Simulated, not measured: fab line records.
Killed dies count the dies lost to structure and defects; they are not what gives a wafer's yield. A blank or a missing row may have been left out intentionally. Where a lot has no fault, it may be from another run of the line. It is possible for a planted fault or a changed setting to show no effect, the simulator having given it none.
Chamber matching | flow nandHarc | NHARC_A_CHANNEL_HOLE_D2_DEP_01 on pecvd-02 has 3 sister chambers
The step deposits SiON, target thk 140 nm. 3 wafers are shown with their chamber, then 7 later ones without.

## WAFERS WITH THEIR CHAMBER
wafer  | chamber | heaterPowerW (W)
L092.4 | 1       | 861
L091.2 | 0       | 667
L091.5 | 2       | 956

## WAFERS WITH NO CHAMBER GIVEN
wafer  | heaterPowerW (W)
L091.6 | 682
L096.1 | 923
L096.3 | 931
L096.5 | 723
L097.2 | 785
L097.4 | 939
L097.6 | 922

## EACH ONE'S CHAMBER
wafer  | from the rows above     | in truth
L091.6 | 0                       | 0
L096.1 | can't be placed: 2 or 1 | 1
L096.3 | can't be placed: 2 or 1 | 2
L096.5 | can't be placed: 0 or 1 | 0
L097.2 | can't be placed: 1 or 0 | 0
L097.4 | can't be placed: 2 or 1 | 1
L097.6 | can't be placed: 2 or 1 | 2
1 of 7 placed correctly. Not placeable from these rows: 6 (in 6, the candidates include the true chamber). 0 placed wrongly.
How it was worked out, from the rows above alone: a wafer's distance from a chamber is the root of the sum, over the readings, of the square of ((its reading less the chamber's mean) divided by the reading's scatter). The wafer belongs to the nearest chamber; if the next one is less than 2 further off, it can't be placed. A chamber's mean is the mean of its shown wafers. The scatter (one wafer shown for each chamber): square how far every hidden wafer sits from the nearest shown wafer, average those squares and take the square root.
